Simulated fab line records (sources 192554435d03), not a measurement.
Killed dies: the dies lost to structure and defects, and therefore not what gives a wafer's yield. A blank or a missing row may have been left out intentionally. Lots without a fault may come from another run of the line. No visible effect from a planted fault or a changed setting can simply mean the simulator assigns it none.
Matching of chambers	flow n5Finfet	N5_BEOL_M8_ILD_DEP_00 on pecvd-04: 3 sister chambers
The step deposits SiCOH lowk from DEMS/porogen, target thk 179.75 nm, time 33.4 s. 6 wafers are shown with their chamber, then 12 later ones without.

WAFERS WITH THEIR CHAMBER
wafer	chamber	throttleValvePct (%)	heaterPowerW (W)
L082.4	1	13.1	257
L082.5	1	13.5	266
L085.5	0	14.4	302
L091.2	0	14.5	298
L091.3	2	14.4	340
L091.4	2	14.3	348

WAFERS WITH NO CHAMBER GIVEN
wafer	throttleValvePct (%)	heaterPowerW (W)
L092.2	13.1	264
L092.4	14.4	355
L092.5	13.2	262
L094.1	14.0	282
L094.2	14.5	336
L094.3	13.0	271
L094.4	13.2	280
L094.5	14.1	288
L094.6	14.5	346
L097.1	13.0	314
L097.2	14.7	307
L097.5	13.3	311

THE CHAMBER EACH PASSED THROUGH
wafer	from the rows above	in truth
L092.2	1	1
L092.4	2	2
L092.5	1	1
L094.1	can't be placed: 0 or 1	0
L094.2	2	2
L094.3	1	1
L094.4	1	1
L094.5	0	0
L094.6	2	2
L097.1	can't be placed: 0 or 2 or 1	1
L097.2	0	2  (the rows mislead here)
L097.5	can't be placed: 0 or 2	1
Correct placement for 8 of the 12. Cannot be placed on the basis of these rows: 3; the candidates contain the true chamber in 2. Placed wrongly: 1.
How it was worked out, from the rows above alone: a wafer's distance from a chamber is the root of the sum, over the readings, of the square of ((its reading less the chamber's mean) divided by the reading's scatter). If the next closest chamber is less than 2 further off than the closest, the wafer can't be placed; otherwise it belongs to the closest. Each chamber's mean is taken over the wafers shown for it. The scatter: take each reading less its chamber's mean, square it, sum over the shown wafers, divide by the number of wafers less the number of chambers, and take the root.
